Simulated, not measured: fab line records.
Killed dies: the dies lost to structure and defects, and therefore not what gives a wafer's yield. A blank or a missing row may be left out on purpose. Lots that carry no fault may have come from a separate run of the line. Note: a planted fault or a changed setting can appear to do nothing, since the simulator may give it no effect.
fab line records | flow n5Finfet
record lots=11 | wafers=30 | lastDay=18
route steps=1938 shown STI_FIN_REVEAL@189 PASSIVATION@1936
lots with no fault: from the same line, run without faults
startH: the number of hours between the record's first day and the start of the first shown wafer of the lot | waitH: hours from the lot's prior step to this one | " same as the row above | L1.1+2: one row covering several wafers at once | - no value, or no start was given | * or withheld: withheld | < > ~ a bound
route shown NAME@n: a module of which the file shows steps, and the number in the route of the first | usual: average and standard deviation across the fault-free wafers | same: alike in all rows | chamber/n: place in a boat | sites: readings site by site | _std_site: their standard deviation | _edge_site: outer sites' mean less inner sites' | radiusMm: how far each site lies from the wafer's centre | mask NAME#n: copy n | behind: tool/chamber where the wafer was last shaped | hold: the reason the lot was held/the length of the hold in hours/how it ended | device: whichever transistor did not switch (one of n, p or np) | end of line: the route-end tests of the same wafers | a step without rows: its recipe alone | killed: at the first sort, the dies lost to defects and structure; wafer yield is something else | map: the dies of a wafer, with x for killed, . for not killed, _ for no die there
set.NAME: setting as actually run; set.NAME@STEP: the setting as run at that earlier step | model.NAME: the simulator's own value behind a step, which no gauge read
a sample of lots followed through the steps of the route, with each step as a table and each wafer as a row
services: the hour from which a tool's chamber was out of use, counted from the record's first day as startH (under 0 if before that day), plus the number of hours and why
## steps
# step N5_STI_FIN_REVEAL_DENSIFY_30
# recipe tempC=* | timeS=* | ambient=N2 | idleTempC=600 | rampUpCPerS=150 | rampDownCPerS=60 | coolToC=600
# usual lampPowerPct=11.53/0.052 | lamp_zone_1_pct=11.528/0.019 | lamp_zone_2_pct=11.530/0.015 | lamp_zone_5_pct=11.533/0.016 | wafer_temp_C_max=*
lot.wafer | tool         | chamber | startH | waitH | lampPowerPct | lamp_zone_1_pct | lamp_zone_2_pct | lamp_zone_5_pct | wafer_temp_C_max
L140.2    | rtpAnneal-02 | 0       | 33.39  | 0.2   | 11.51        | 11.506          | 11.529          | 11.534          | *
L140.5    | "            | 0       | "      | "     | 11.57        | 11.522          | 11.496          | 11.534          | *
L141.1    | rtpAnneal-02 | 0       | 41.89  | 0.0   | 11.51        | 11.513          | 11.518          | 11.506          | *
L141.6    | "            | 0       | "      | "     | 11.65        | 11.534          | 11.514          | 11.547          | *
L142.2    | rtpAnneal-02 | 0       | 45.05  | 0.1   | 11.58        | 11.541          | 11.539          | 11.544          | *
L142.5    | "            | 0       | "      | "     | 11.53        | 11.531          | 11.525          | 11.528          | *
L142.6    | "            | 0       | "      | "     | 11.56        | 11.504          | 11.502          | 11.545          | *
L145.1    | rtpAnneal-01 | 0       | 64.15  | 0.0   | 11.47        | 11.539          | 11.513          | 11.528          | *
L145.3    | "            | 0       | "      | "     | 11.60        | 11.529          | 11.535          | 11.539          | *
L146.3    | rtpAnneal-01 | 0       | 70.95  | 0.1   | 11.44        | 11.537          | 11.548          | 11.514          | *
L146.4    | "            | 0       | "      | "     | 11.45        | 11.556          | 11.538          | 11.558          | *
L146.5    | "            | 0       | "      | "     | 11.52        | 11.549          | 11.513          | 11.523          | *
L149.2    | rtpAnneal-01 | 0       | 87.34  | 0.1   | 11.59        | 11.547          | 11.527          | 11.535          | *
L149.3    | "            | 0       | "      | "     | 11.55        | 11.498          | 11.513          | 11.537          | *
L149.4    | "            | 0       | "      | "     | 11.55        | 11.513          | 11.552          | 11.545          | *
L150.1    | rtpAnneal-02 | 0       | 93.29  | 0.1   | 11.55        | 11.505          | 11.545          | 11.504          | *
L150.2    | "            | 0       | "      | "     | 11.51        | 11.528          | 11.542          | 11.535          | *
L150.3    | "            | 0       | "      | "     | 11.51        | 11.508          | 11.525          | 11.489          | *
L151.1    | rtpAnneal-01 | 0       | 100.98 | 0.0   | 11.49        | 11.522          | 11.532          | 11.495          | *
L151.3    | "            | 0       | "      | "     | 11.48        | 11.525          | 11.540          | 11.539          | *
L151.4    | "            | 0       | "      | "     | 11.57        | 11.544          | 11.522          | 11.563          | *
L155.1    | rtpAnneal-02 | 0       | 123.34 | 0.0   | 11.52        | 11.494          | 11.540          | 11.533          | *
L155.4    | "            | 0       | "      | "     | 11.46        | 11.540          | 11.520          | 11.513          | *
L155.6    | "            | 0       | "      | "     | 11.57        | 11.517          | 11.514          | 11.527          | *
L157.1    | rtpAnneal-01 | 0       | 136.42 | 0.0   | 11.51        | 11.513          | 11.567          | 11.534          | *
L157.3    | "            | 0       | "      | "     | 11.55        | 11.526          | 11.525          | 11.529          | *
L157.6    | "            | 0       | "      | "     | 11.53        | 11.541          | 11.532          | 11.531          | *
L163.1    | rtpAnneal-02 | 0       | 171.68 | 0.0   | 11.53        | 11.515          | 11.537          | 11.560          | *
L163.3    | "            | 0       | "      | "     | 11.53        | 11.538          | 11.523          | 11.520          | *
L163.5    | "            | 0       | "      | "     | 11.67        | 11.527          | 11.530          | 11.527          | *
# step N5_STI_FIN_REVEAL_STRIP_24
# recipe chemistry=N2/H2 | timeS=90 | powerW=100 | tempC=40 | pressureMtorr=100 | rfFrequencyHz=6e+07 | biasPowerW=3 | n2FlowSccm=300 | h2FlowSccm=300
# usual drypumpMotorCurrentA=5.9/0.48 | oesProductAu=0.80/0.08 | rfVppV=45.4/0.81 | showerheadPlenumPTorr=3.45/0.11 | throttleValvePct=12.10/0.27
lot.wafer | tool       | chamber | startH | waitH | drypumpMotorCurrentA | oesProductAu | rfHoursCounterH | rfVppV | showerheadPlenumPTorr | throttleValvePct
L140.2    | rieDiel-06 | 3       | 33.61  | 0.0   | 5.1                  | 0.79         | 129             | 46.1   | 3.55                  | 12.21
L140.5    | "          | 2       | "      | "     | 5.9                  | 0.70         | -               | 44.8   | 3.30                  | 12.11
L141.1    | rieDiel-05 | 2       | 42.33  | 0.0   | 5.4                  | 0.89         | 32              | 44.8   | 3.32                  | 11.77
L141.6    | "          | 3       | "      | "     | 5.8                  | 0.75         | -               | 45.9   | 3.47                  | 11.81
L142.2    | rieDiel-06 | 1       | 45.52  | 0.0   | 6.5                  | 0.99         | 0               | 46.3   | 3.58                  | 11.79
L142.5    | "          | 3       | "      | "     | 5.0                  | 0.79         | -               | 46.7   | 3.54                  | 12.19
L142.6    | "          | 2       | "      | "     | 5.9                  | 0.71         | -               | 45.3   | 3.30                  | 12.11
L145.1    | rieDiel-04 | 1       | 64.54  | 0.0   | 5.8                  | 0.73         | 191             | 46.2   | 3.51                  | 12.23
L145.3    | "          | 3       | "      | "     | 6.3                  | 0.90         | 38              | 44.7   | 3.47                  | 11.95
L146.3    | rieDiel-04 | 0       | 71.23  | 0.0   | 5.0                  | 0.93         | 14              | 44.8   | 3.27                  | 11.87
L146.4    | "          | 3       | "      | "     | 6.3                  | 0.90         | -               | 44.2   | 3.46                  | 11.97
L146.5    | "          | 0       | "      | "     | 5.0                  | 0.94         | -               | 45.4   | 3.27                  | 11.87
L149.2    | rieDiel-04 | 1       | 87.55  | 0.0   | 5.9                  | 0.72         | 197             | 45.9   | 3.50                  | 12.24
L149.3    | "          | 2       | "      | "     | 6.3                  | 0.86         | 57              | 45.0   | 3.60                  | 12.22
L149.4    | "          | 3       | "      | "     | 6.3                  | 0.88         | 46              | 46.4   | 3.46                  | 11.99
L150.1    | rieDiel-04 | 0       | 93.58  | 0.0   | 5.0                  | 0.92         | 21              | 44.5   | 3.27                  | 11.89
L150.2    | "          | 1       | "      | "     | 5.8                  | 0.72         | 198             | 45.5   | 3.50                  | 12.23
L150.3    | "          | 3       | "      | "     | 6.3                  | 0.88         | 47              | 45.0   | 3.46                  | 11.98
L151.1    | rieDiel-06 | 1       | 101.23 | 0.0   | 6.5                  | 0.90         | 21              | 46.8   | 3.57                  | 11.83
L151.3    | "          | 2       | "      | "     | 5.9                  | 0.70         | 235             | 45.8   | 3.29                  | 12.16
L151.4    | "          | 0       | "      | "     | 6.3                  | 0.75         | 173             | 44.0   | 3.51                  | 12.50
L155.1    | rieDiel-06 | 0       | 123.59 | 0.0   | 6.3                  | 0.73         | 180             | 46.3   | 3.51                  | 12.49
L155.4    | "          | 0       | "      | "     | 6.3                  | 0.74         | -               | 45.5   | 3.51                  | 12.51
L155.6    | "          | 2       | "      | "     | 5.9                  | 0.69         | -               | 43.8   | 3.29                  | 12.19
L157.1    | rieDiel-05 | 1       | 136.67 | 0.0   | 5.8                  | 0.77         | 134             | 45.0   | 3.52                  | 12.52
L157.3    | "          | 0       | "      | "     | 6.2                  | 0.91         | 16              | 44.8   | 3.55                  | 11.69
L157.6    | "          | 1       | "      | "     | 5.9                  | 0.76         | -               | 46.2   | 3.52                  | 12.52
L163.1    | rieDiel-05 | 1       | 172.05 | 0.0   | 5.9                  | 0.76         | 145             | 45.6   | 3.52                  | 12.54
L163.3    | "          | 0       | "      | "     | 6.2                  | 0.89         | 29              | 46.2   | 3.54                  | 11.69
L163.5    | "          | 3       | "      | "     | 5.8                  | 0.71         | -               | 46.3   | 3.45                  | 11.93
# step N5_STI_FIN_REVEAL_RECESS_09
# recipe chemistry=HF/NH3 | target=SiO2 | afsCycles=11 | targetDepthA=425 | tempC=30 | sublimationTempC=180 | sublimationTimeS=60
# usual drypumpMotorCurrentA=6.15/0.24 | forelinePTorr=0.1280/0.00039 | tempC=30.03/0.11
lot.wafer | tool         | chamber | startH | waitH | drypumpMotorCurrentA | forelinePTorr | tempC
L140.2    | vaporEtch-02 | 0       | 34.02  | 0.0   | 6.45                 | 0.1288        | 30.07
L140.5    | "            | 1       | 35.08  | 1.1   | 6.26                 | 0.1277        | 30.15
L141.1    | vaporEtch-01 | 1       | 42.54  | 0.0   | 5.89                 | 0.1268        | 30.11
L141.6    | "            | 1       | 43.60  | 1.1   | 5.88                 | 0.1273        | 29.99
L142.2    | vaporEtch-01 | 1       | 45.74  | 0.0   | 5.87                 | 0.1280        | 30.28
L142.5    | "            | 1       | 46.80  | 1.1   | 5.88                 | 0.1283        | 30.19
L142.6    | "            | 0       | "      | "     | 5.91                 | 0.1279        | 29.98
L145.1    | vaporEtch-01 | 1       | 64.79  | 0.1   | 5.85                 | 0.1287        | 30.05
L145.3    | "            | 0       | "      | "     | 5.90                 | 0.1281        | 30.02
L146.3    | vaporEtch-01 | 1       | 71.98  | 0.6   | 5.88                 | 0.1283        | 30.22
L146.4    | "            | 0       | "      | "     | 5.89                 | 0.1283        | 30.00
L146.5    | "            | 1       | "      | "     | 5.88                 | 0.1277        | 30.00
L149.2    | vaporEtch-02 | 0       | 87.77  | 0.0   | 6.45                 | 0.1275        | 30.11
L149.3    | "            | 1       | "      | "     | 6.26                 | 0.1280        | 30.17
L149.4    | "            | 0       | "      | "     | 6.45                 | 0.1280        | 30.20
L150.1    | vaporEtch-01 | 0       | 93.79  | 0.0   | 5.89                 | 0.1276        | 29.86
L150.2    | "            | 1       | "      | "     | 5.88                 | 0.1288        | 30.00
L150.3    | "            | 1       | "      | "     | 5.87                 | 0.1284        | 30.07
L151.1    | vaporEtch-01 | 0       | 101.45 | 0.0   | 5.93                 | 0.1283        | 30.06
L151.3    | "            | 1       | "      | "     | 5.85                 | 0.1288        | 30.30
L151.4    | "            | 0       | "      | "     | 5.92                 | 0.1277        | 30.17
L155.1    | vaporEtch-01 | 1       | 123.80 | 0.0   | 5.86                 | 0.1275        | 33.31
L155.4    | "            | 1       | "      | "     | 5.87                 | 0.1276        | 33.55
L155.6    | "            | 0       | "      | "     | 5.93                 | 0.1288        | 33.32
L157.1    | vaporEtch-01 | 1       | 136.88 | 0.0   | 5.87                 | 0.1277        | 33.43
L157.3    | "            | 0       | "      | "     | 5.91                 | 0.1281        | 33.27
L157.6    | "            | 0       | "      | "     | 5.90                 | 0.1281        | 33.17
L163.1    | vaporEtch-02 | 1       | 172.26 | 0.0   | 6.29                 | 0.1285        | 30.08
L163.3    | "            | 1       | "      | "     | 6.29                 | 0.1280        | 30.02
L163.5    | "            | 1       | "      | "     | 6.29                 | 0.1281        | 30.04
# step N5_STI_FIN_REVEAL_OXIDATION_31
# recipe chemistry=O2_PLASMA_REMOTE | tempC=150 | timeS=20 | pressureMtorr=1000 | sourcePowerW=2000 | o2FlowSccm=3000
# usual drypumpMotorCurrentA=5.58/0.26 | heaterPowerW=153/14
lot.wafer | tool           | chamber | startH | waitH | drypumpMotorCurrentA | heaterPowerW | rfHoursCounterH
L140.2    | plasmaAsher-02 | 0       | 36.23  | 0.0   | 5.18                 | 128          | 84
L140.5    | "              | 0       | "      | "     | 5.20                 | 128          | -
L141.1    | plasmaAsher-02 | 1       | 44.70  | 0.0   | 5.80                 | 155          | 85
L141.6    | "              | 1       | "      | "     | 5.82                 | 162          | -
L142.2    | plasmaAsher-02 | 1       | 47.89  | 0.0   | 5.80                 | 159          | 85
L142.5    | "              | 0       | "      | "     | 5.21                 | 133          | -
L142.6    | "              | 1       | "      | "     | 5.78                 | 159          | -
L145.1    | plasmaAsher-01 | 1       | 66.94  | 0.0   | 5.53                 | 166          | 35
L145.3    | "              | 0       | "      | "     | 5.83                 | 159          | -
L146.3    | plasmaAsher-01 | 0       | 73.62  | 0.1   | 5.85                 | 160          | -
L146.4    | "              | 1       | "      | "     | 5.53                 | 173          | -
L146.5    | "              | 1       | "      | "     | 5.52                 | 167          | -
L149.2    | plasmaAsher-01 | 0       | 89.92  | 0.0   | 5.84                 | 159          | 39
L149.3    | "              | 1       | "      | "     | 5.52                 | 170          | -
L149.4    | "              | 0       | "      | "     | 5.84                 | 158          | -
L150.1    | plasmaAsher-01 | 0       | 95.95  | 0.0   | 5.85                 | 167          | 40
L150.2    | "              | 1       | "      | "     | 5.51                 | 165          | 40
L150.3    | "              | 1       | "      | "     | 5.54                 | 168          | -
L151.1    | plasmaAsher-01 | 0       | 103.62 | 0.0   | 5.86                 | 160          | 42
L151.3    | "              | 0       | "      | "     | 5.85                 | 158          | -
L151.4    | "              | 1       | "      | "     | 5.56                 | 167          | -
L155.1    | plasmaAsher-02 | 0       | 125.95 | 0.0   | 5.22                 | 130          | 101
L155.4    | "              | 1       | "      | "     | 5.77                 | 157          | -
L155.6    | "              | 0       | "      | "     | 5.23                 | 129          | -
L157.1    | plasmaAsher-02 | 0       | 139.17 | 0.2   | 5.22                 | 126          | 104
L157.3    | "              | 1       | "      | "     | 5.81                 | 159          | -
L157.6    | "              | 1       | "      | "     | 5.80                 | 159          | -
L163.1    | plasmaAsher-01 | 1       | 174.56 | 0.0   | 5.55                 | 171          | 54
L163.3    | "              | 0       | "      | "     | 5.84                 | 158          | -
L163.5    | "              | 0       | "      | "     | 5.85                 | 155          | -
# step N5_STI_FIN_REVEAL_FIN_H_MEAS_10
# usual trenchDepthNm=52.3/0.78
lot.wafer | tool   | chamber | startH | waitH | trenchDepthNm
L140.2    | ocd-02 | -       | 36.78  | 0.0   | 52.0
L140.5    | "      | -       | "      | "     | 52.5
L141.1    | ocd-01 | -       | 45.25  | 0.0   | 52.6
L141.6    | "      | -       | "      | "     | 52.4
L142.2    | ocd-01 | -       | 48.44  | 0.0   | 53.1
L142.5    | "      | -       | "      | "     | 52.3
L142.6    | "      | -       | "      | "     | 51.7
L145.1    | ocd-01 | -       | 67.49  | 0.0   | 51.6
L145.3    | "      | -       | "      | "     | 52.8
L146.3    | ocd-01 | -       | 74.15  | 0.0   | 52.0
L146.4    | "      | -       | "      | "     | 52.0
L146.5    | "      | -       | "      | "     | 52.2
L149.2    | ocd-02 | -       | 90.47  | 0.0   | 52.1
L149.3    | "      | -       | "      | "     | 53.3
L149.4    | "      | -       | "      | "     | 53.9
L150.1    | ocd-02 | -       | 96.50  | 0.0   | 52.2
L150.2    | "      | -       | "      | "     | 51.5
L150.3    | "      | -       | "      | "     | 53.2
L151.1    | ocd-01 | -       | 104.17 | 0.0   | 53.0
L151.3    | "      | -       | "      | "     | 52.0
L151.4    | "      | -       | "      | "     | 51.9
L155.1    | ocd-02 | -       | 126.51 | 0.0   | 48.4
L155.4    | "      | -       | "      | "     | 47.9
L155.6    | "      | -       | "      | "     | 50.4
L157.1    | ocd-02 | -       | 139.72 | 0.0   | 48.6
L157.3    | "      | -       | "      | "     | 48.2
L157.6    | "      | -       | "      | "     | 48.3
L163.1    | ocd-02 | -       | 175.11 | 0.0   | 52.6
L163.3    | "      | -       | "      | "     | 51.9
L163.5    | "      | -       | "      | "     | 51.4
# step N5_PASSIVATION_PROBE_49
# usual killed_at_M0_to_M3=33/9.9 | killed_at_M4_up=15/5.6 | killedAtContacts=13/5.7 | killedAtFrontEnd=38/12 | killedAtOther=4/3.1 | killedDies=103/17 | killedOpen=66/13 | killedShort=32/7.8
# same grossDies=1180 | killedAtBackSide=0
lot.wafer | tool      | chamber | startH | waitH | killed_at_M0_to_M3 | killed_at_M4_up | killedAtContacts | killedAtFrontEnd | killedAtOther | killedDies | killedOpen | killedShort
L157.1    | prober-01 | -       | 389.04 | 0.0   | 41                 | 30              | 13               | 37               | 7             | 128        | 89         | 31
L157.3    | prober-01 | -       | 389.14 | 0.1   | 36                 | 10              | 13               | 29               | 21            | 109        | 60         | 37
L157.6    | prober-01 | -       | 389.29 | 0.3   | 34                 | 19              | 7                | 31               | 13            | 104        | 58         | 34
# killed by level:class
L157.1 BEOL_M4:geometricParticle:open=20 MOL_CONTACT_COAG:geometricParticle:open=12 STI_FIN_REVEAL:geometricParticle:open=11 BEOL_M0_SAQP:geometricParticle:short=9 BEOL_M0_SAQP:geometricParticle:open=8 BEOL_M3:geometricParticle:open=8 HKMG_FIN:areaEtch=5 FIN_SAQP:geometricParticle:open=4
L157.3 BEOL_M0_SAQP:geometricParticle:short=11 PASSIVATION:areaEtch=10 MOL_CONTACT_COAG:geometricParticle:open=9 BEOL_M0_SAQP:geometricParticle:open=9 STI_FIN_REVEAL:geometricParticle:open=6 BEOL_M4:geometricParticle:open=6 PASS1_CAP:geometricParticle:short=5 BEOL_M1:geometricParticle:open=4
L157.6 BEOL_M4:geometricParticle:open=12 PASSIVATION:areaEtch=9 BEOL_M0_SAQP:geometricParticle:open=8 FIN_SAQP:geometricParticle:open=6 BEOL_M3:geometricParticle:open=6 MOL_CONTACT_COAG:geometricParticle:open=5 STI_FIN_REVEAL:geometricParticle:open=4 BEOL_M0_SAQP:geometricParticle:short=4
## services
tool           | chamber | startH | hours | kind
rieDiel-04     | 0       | 14.81  | -     | clean
rieDiel-04     | 0       | 14.81  | -     | consumableReplace:focusRing
rieDiel-04     | 0       | 14.81  | 16.2  | scheduledDown
rieDiel-04     | 0       | 14.81  | 16.2  | ventCycle
plasmaAsher-01 | -       | 23.69  | 1.1   | repair
rieDiel-06     | 1       | 26.36  | -     | clean
rieDiel-06     | 1       | 26.36  | -     | consumableReplace:focusRing
rieDiel-06     | 1       | 26.36  | -     | consumableReplace:showerhead
rieDiel-06     | 1       | 26.36  | 16.9  | scheduledDown
rieDiel-06     | 1       | 26.36  | 16.9  | ventCycle
rieDiel-05     | -       | 47.62  | 0.7   | repair
rieDiel-06     | 2       | 59.96  | 2.2   | repair
vaporEtch-02   | 0       | 60.08  | 22.2  | repair
rieDiel-04     | 1       | 65.80  | 6.9   | repair
rieDiel-05     | 0       | 73.10  | -     | clean
rieDiel-05     | 0       | 73.10  | -     | consumableReplace:focusRing
rieDiel-05     | 0       | 73.10  | -     | consumableReplace:showerhead
rieDiel-05     | 0       | 73.10  | 18.2  | scheduledDown
vaporEtch-01   | -       | 80.07  | 0.1   | repair
rieDiel-05     | 2       | 133.03 | 8.9   | repair
rieDiel-04     | -       | 137.93 | 0.3   | repair
rieDiel-06     | 2       | 146.63 | -     | clean
rieDiel-06     | 2       | 146.63 | 18.4  | scheduledDown
rieDiel-06     | 2       | 146.63 | 18.4  | ventCycle
## key
firstSign step=N5_STI_FIN_REVEAL_RECESS_09 | reading=tempC | direction=up | sigmas=31 | usual=* | struck=*
effect step=N5_STI_FIN_REVEAL_FIN_H_MEAS_10 | reading=trenchDepthNm | direction=down | sigmas=4.6 | usual=52.3 | struck=48.6
metAt N5_STI_FIN_REVEAL_RECESS_09
struckLots L155,L157
testerLeftOut L155,L157
baselineLoss step=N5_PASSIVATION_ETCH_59 | wafers=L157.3
notActingAt N5_STI_FIN_REVEAL_DENSIFY_30,N5_STI_FIN_REVEAL_STRIP_24,N5_STI_FIN_REVEAL_OXIDATION_31
onsetBetween 101.45 123.80
fault kind=processParameterDrift | tool=vaporEtch-01 | chamber=- | onsetH=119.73 | steps=N5_STI_FIN_REVEAL_RECESS_09 | channel=tempC | offset=* | shape=step | endH=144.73 | actsIn=* | stated=*
# testerLeftOut: of these lots the tester's yield and bins aren't shown, on N5 and GAA mostly nor the transistor test; their killed dies are dies lost to structure and defects alone, not to doping, threshold or leakage, so they don't give the yield
# baselineLoss: these wafers lose ten dies or more at that step, a loss of the line's own and not of a fault; the sort's usual values leave them out
